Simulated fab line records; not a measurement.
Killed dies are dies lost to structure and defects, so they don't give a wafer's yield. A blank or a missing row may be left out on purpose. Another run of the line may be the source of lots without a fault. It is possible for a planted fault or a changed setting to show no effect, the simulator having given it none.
8D (eight disciplines) problem report, filled in by code / flow nandHarc / the parts of the form that need people (team, actions taken, sign-off) are left out

1. THE ISSUE
At NHARC_A_ONON_D1_THK_MEAS_21, thkNm averages 1582 nm over 3 wafers from 2 lots, while fault-free wafers read 1000 nm, standard deviation 11. That puts it +53 standard deviations away from the usual mean.
The step: measures by ellipsometry.
Seen first at day 9 14:10 on filmMetro-02, wafer L462.3. The record has a number at this step for 42 wafers belonging to 14 lots. Rule for "out", or "out of limits": more than 4 standard deviations from the usual mean. Any other wafer with a number is counted as sound.

2. WHAT IT IS, WHAT IT ISN'T
question=which readings at this step | is=thkNm | is not=-
question=which lots | is=L462, L463 | is not=L459, L460, L461, L470, L474, L475, L476, L477, L478, L479, L480, L481
question=which wafers of those lots | is=L462.3, L462.4, L463.4 | is not=L462.6, L463.1, L463.6
question=read on which gauges | is=filmMetro-01, filmMetro-02 | is not=-
question=when | is=from day 9 14:10 | is not=up to then (10 sound wafers); but 29 sound wafers of L463, L470, L474, L475, L476, L477, L478, L479, L480, L481 came after

3. THE SUSPECTS, EACH WITH WHAT RULES IT OUT
Counting: if a tool at a process step up to the reading ran every lot that is out, it stays a suspect. Sound lots after the first of them don't rule it out here, since some wafers of a struck lot are sound.
- the gauge at NHARC_A_ONON_D1_THK_MEAS_21: ruled out. 2 gauges (filmMetro-01, filmMetro-02) read the wafers that are out.
- pecvdOnon-04 at NHARC_A_ONON_D1_DEP_19 (target thk 1000 nm): kept. It processed each lot that is out (first: L462, day 9 13:46); up to then, its last sound lot is L461 (day 9 04:18).
Left after counting: pecvdOnon-04 at NHARC_A_ONON_D1_DEP_19.

4. THE CAUSE (what the simulator had put in)
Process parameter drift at NHARC_A_ONON_D1_DEP_19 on pecvdOnon-04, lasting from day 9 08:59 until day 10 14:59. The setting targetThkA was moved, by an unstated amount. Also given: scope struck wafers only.
Only this tool survived the counting.

5. THE CHAIN OF EFFECTS, in route order
Rows list readings where the struck wafers' mean (over those with a number) sits beyond 3 standard deviations from the usual. Readings are gone through only where the record gives a usual standard deviation; hours: the median, over the lots, of the time from a lot's start at the first step in this table giving one to that lot's start at this step; sigmas: the change measured in usual standard deviations.
hours=0; step=NHARC_A_ONON_D1_THK_MEAS_21; reading=thkNm; usual=1000 nm; on struck wafers=1582; change=+582; sigmas=+53
hours=379; step=NHARC_END_SORT_01; reading=killedAtArray; usual=44; on struck wafers=673; change=+629; sigmas=+39
hours=379; step=NHARC_END_SORT_01; reading=killedDies; usual=48; on struck wafers=677; change=+629; sigmas=+39
Later measuring or inspecting steps at which every struck wafer that the step has a row for has a number for every such reading, and none has moved that far: NHARC_A_ONON_D1_INSPECT_32.

6. HOW IT WOULD HAVE BEEN CAUGHT EARLIER
The first out-of-limits reading at a measuring or inspecting step in this record came at day 9 14:10, 5 hours after the fault's start at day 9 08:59.
Of the tool readings at NHARC_A_ONON_D1_DEP_19 for which the record gives a usual standard deviation, none was out on any struck wafer, so an alarm limit of 4 standard deviations on them would not have fired.
L463, from the lots that are out (2), started NHARC_A_ONON_D1_DEP_19 on pecvdOnon-04 later than day 9 14:10. Holding the tool at that time would have saved it.
